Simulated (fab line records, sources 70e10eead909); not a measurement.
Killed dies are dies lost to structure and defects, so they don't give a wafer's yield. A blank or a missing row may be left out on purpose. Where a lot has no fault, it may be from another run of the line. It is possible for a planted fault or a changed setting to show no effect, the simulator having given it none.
Which tool was responsible? | flow nandHarc | Sampling: 13 lots, 39 wafers, 4 of 1302 route steps

## WHAT THE GAUGES SHOWED, per wafer
Not one reading of a measure or inspect step in the record can be checked against a usual standard deviation.

## WHAT TOOL EACH LOT RAN ON (gives the tool, then ch and the chambers of the sampled wafers, and finally the start)
lot  | NHARC_A_CHANNEL_HOLE_D1_ETCH_25 | NHARC_A_CHANNEL_FILL_D1_ALD_03               | NHARC_A_DECK1_JOINT_ETCHBACK_07 | NHARC_A_DECK1_JOINT_CMP_13
L837 | harEtch-01 ch 0,1, day 8 10:48  | aldSinBatch-01 ch 0, day 10 18:53 or earlier | rieSi-03 ch 1,2,3, day 10 18:53 | cmp-01 ch 1,2, day 11 05:02
L838 | harEtch-02 ch 0,1, day 8 23:06  | aldSinBatch-01 ch 0, day 11 02:53 or earlier | rieSi-03 ch 0,2,3, day 11 02:53 | cmp-01 ch 1,2,3, day 11 13:20
L839 | harEtch-01 ch 0,1, day 9 21:47  | aldSinBatch-01 ch 0, day 12 02:29 or earlier | rieSi-04 ch 1,3, day 12 02:29   | cmp-02 ch 0,1, day 12 13:02
L841 | harEtch-01 ch 0,1, day 10 05:48 | aldSinBatch-01 ch 0, day 12 11:02 or earlier | rieSi-03 ch 0,1,3, day 12 11:02 | cmp-03 ch 0,1,3, day 12 21:11
L842 | harEtch-01 ch 0,1, day 10 22:11 | aldSinBatch-03 ch 0, day 13 02:47 or earlier | rieSi-03 ch 0,2,3, day 13 02:47 | cmp-03 ch 0,1,2, day 13 12:53
L849 | harEtch-02 ch 0,1, day 13 15:00 | aldSinBatch-01 ch 0, day 15 14:49 or earlier | rieSi-03 ch 1,3, day 15 14:49   | cmp-02 ch 1,3, day 16 01:28
L850 | harEtch-01 ch 0,1, day 14 18:28 | aldSinBatch-03 ch 0, day 16 23:02 or earlier | rieSi-03 ch 1,3, day 16 23:02   | cmp-02 ch 0,1,3, day 17 09:29
L852 | harEtch-02 ch 0, day 15 07:34   | aldSinBatch-03 ch 0, day 17 10:52 or earlier | rieSi-04 ch 1,2,3, day 17 10:52 | cmp-01 ch 0,3, day 17 20:55
L854 | harEtch-01 ch 0,1, day 15 20:30 | aldSinBatch-01 ch 0, day 18 01:36 or earlier | rieSi-05 ch 1,2,3, day 18 01:36 | cmp-03 ch 0,1, day 18 11:50
L855 | harEtch-02 ch 0,1, day 16 01:04 | aldSinBatch-02 ch 0, day 18 06:23 or earlier | rieSi-04 ch 1,2,3, day 18 06:23 | cmp-02 ch 0,2,3, day 18 16:33
L857 | harEtch-01 ch 0,1, day 17 08:22 | aldSinBatch-01 ch 0, day 19 13:00 or earlier | rieSi-05 ch 1,2, day 19 13:00   | cmp-01 ch 2,3, day 20 02:11
L859 | harEtch-01 ch 0,1, day 17 16:20 | aldSinBatch-03 ch 0, day 19 20:28 or earlier | rieSi-04 ch 1,2, day 19 20:28   | cmp-01 ch 1,2,3, day 20 10:27
L860 | harEtch-02 ch 0,1, day 18 04:16 | aldSinBatch-01 ch 0, day 20 10:22 or earlier | rieSi-05 ch 1,2,3, day 20 10:22 | cmp-03 ch 2,3, day 21 00:09
- NHARC_A_CHANNEL_HOLE_D1_ETCH_25: etches the open film in C4F8/O2/Ar, time 1040.2 s, target depth 1500 nm.
- NHARC_A_CHANNEL_FILL_D1_ALD_03: deposits SiNx, target thk 6 nm, pulse time 60 s, ald cycles 58.
- NHARC_A_DECK1_JOINT_ETCHBACK_07: etches the open film in HBr, target depth 105 nm, time 26.9 s.
- NHARC_A_DECK1_JOINT_CMP_13: polishes, target thk 51.023 nm.

## AS READ BY THE TOOLS THEMSELVES (means over the sampled wafers that have a number; for cases with no such wafer, the mark the record gives instead)
NHARC_A_CHANNEL_HOLE_D1_ETCH_25.
lot  | tool       | drypumpMotorCurrentA (A) | mfcArSccm (sccm) | showerheadPlenumPTorr (Torr) | throttleValvePct (%)
L837 | harEtch-01 | 6.0                      | 374.2            | 3.67                         | 32.226
L838 | harEtch-02 | 5.1                      | 375.5            | 3.58                         | 32.240
L839 | harEtch-01 | 6.0                      | 374.8            | 3.66                         | 32.232
L841 | harEtch-01 | 5.7                      | 375.7            | 3.59                         | 32.238
L842 | harEtch-01 | 6.0                      | 373.9            | 3.65                         | 32.237
L849 | harEtch-02 | 5.3                      | 375.1            | 3.47                         | 32.230
L850 | harEtch-01 | 5.7                      | 375.9            | 3.56                         | 32.235
L852 | harEtch-02 | 4.9                      | 375.0            | 3.62                         | 32.239
L854 | harEtch-01 | 6.0                      | 375.8            | 3.61                         | 32.236
L855 | harEtch-02 | 5.3                      | 375.5            | 3.82                         | 32.238
L857 | harEtch-01 | 5.7                      | 375.5            | 3.53                         | 32.244
L859 | harEtch-01 | 5.7                      | 376.6            | 3.53                         | 32.226
L860 | harEtch-02 | 5.3                      | 374.5            | 3.81                         | 32.246

NHARC_A_CHANNEL_FILL_D1_ALD_03.
lot  | tool           | precursorPulseHeightRel
L837 | aldSinBatch-01 | 1.010
L838 | aldSinBatch-01 | 0.980
L839 | aldSinBatch-01 | 0.987
L841 | aldSinBatch-01 | 0.991
L842 | aldSinBatch-03 | 1.008
L849 | aldSinBatch-01 | 1.003
L850 | aldSinBatch-03 | 1.008
L852 | aldSinBatch-03 | 1.013
L854 | aldSinBatch-01 | 0.993
L855 | aldSinBatch-02 | 1.004
L857 | aldSinBatch-01 | 0.993
L859 | aldSinBatch-03 | 0.993
L860 | aldSinBatch-01 | 0.991

NHARC_A_DECK1_JOINT_ETCHBACK_07.
lot  | tool     | drypumpMotorCurrentA (A) | oesProductAu (a.u.) | throttleValvePct (%)
L837 | rieSi-03 | 5.6                      | 1.003               | 23.267
L838 | rieSi-03 | 5.5                      | 1.009               | 23.274
L839 | rieSi-04 | 6.0                      | 0.992               | 23.275
L841 | rieSi-03 | 5.7                      | 1.010               | 23.263
L842 | rieSi-03 | 5.5                      | 1.000               | 23.258
L849 | rieSi-03 | 6.1                      | 0.981               | 23.268
L850 | rieSi-03 | 5.9                      | 0.979               | 23.275
L852 | rieSi-04 | 5.9                      | 0.997               | 23.261
L854 | rieSi-05 | 5.7                      | 1.005               | 23.264
L855 | rieSi-04 | 6.0                      | 1.000               | 23.274
L857 | rieSi-05 | 5.9                      | 0.999               | 23.275
L859 | rieSi-04 | 5.9                      | 1.012               | 23.269
L860 | rieSi-05 | 5.7                      | 1.000               | 23.261

NHARC_A_DECK1_JOINT_CMP_13.
lot  | tool   | motorCurrentA (A) | timeToEndpointS (s)
L837 | cmp-01 | 12.2              | 12.5
L838 | cmp-01 | 11.7              | 10.5
L839 | cmp-02 | 11.9              | 9.6
L841 | cmp-03 | 12.2              | 6.9
L842 | cmp-03 | 12.5              | 7.7
L849 | cmp-02 | 12.4              | 12.4
L850 | cmp-02 | 11.7              | 7.6
L852 | cmp-01 | 12.1              | 10.5
L854 | cmp-03 | 12.6              | 8.6
L855 | cmp-02 | 11.7              | 7.3
L857 | cmp-01 | 10.9              | 8.8
L859 | cmp-01 | 12.0              | 10.6
L860 | cmp-03 | 11.5              | 8.4

## THE ANSWER, worked out from the rows above alone
Rule: the lots themselves supply what counts as usual. Put in order of their means at a reading, lots are off if they are a third of the lots or fewer, leave a main group of 4 or more, and stand apart from it by a gap of 3 or more times the standard deviation of the main group's means; of several such gaps the widest counts. A main group is skipped when, at the precision printed for the reading in the tables above, its means are all equal. A lot without any number at a reading at which 4 lots or more have one is off too. Where the step has rows for the other lots, those lots are counted as sound. The gauges are gone through in route order, then the tools' own readings, and for those a lot's mean is taken as printed above. At the first step where some lot is off, the reading lying furthest off is the one used; lots without a number count as furthest.
Nothing can be told from this: no lot is off at any reading shown.

## WHAT THE SIMULATOR HAD INSERTED
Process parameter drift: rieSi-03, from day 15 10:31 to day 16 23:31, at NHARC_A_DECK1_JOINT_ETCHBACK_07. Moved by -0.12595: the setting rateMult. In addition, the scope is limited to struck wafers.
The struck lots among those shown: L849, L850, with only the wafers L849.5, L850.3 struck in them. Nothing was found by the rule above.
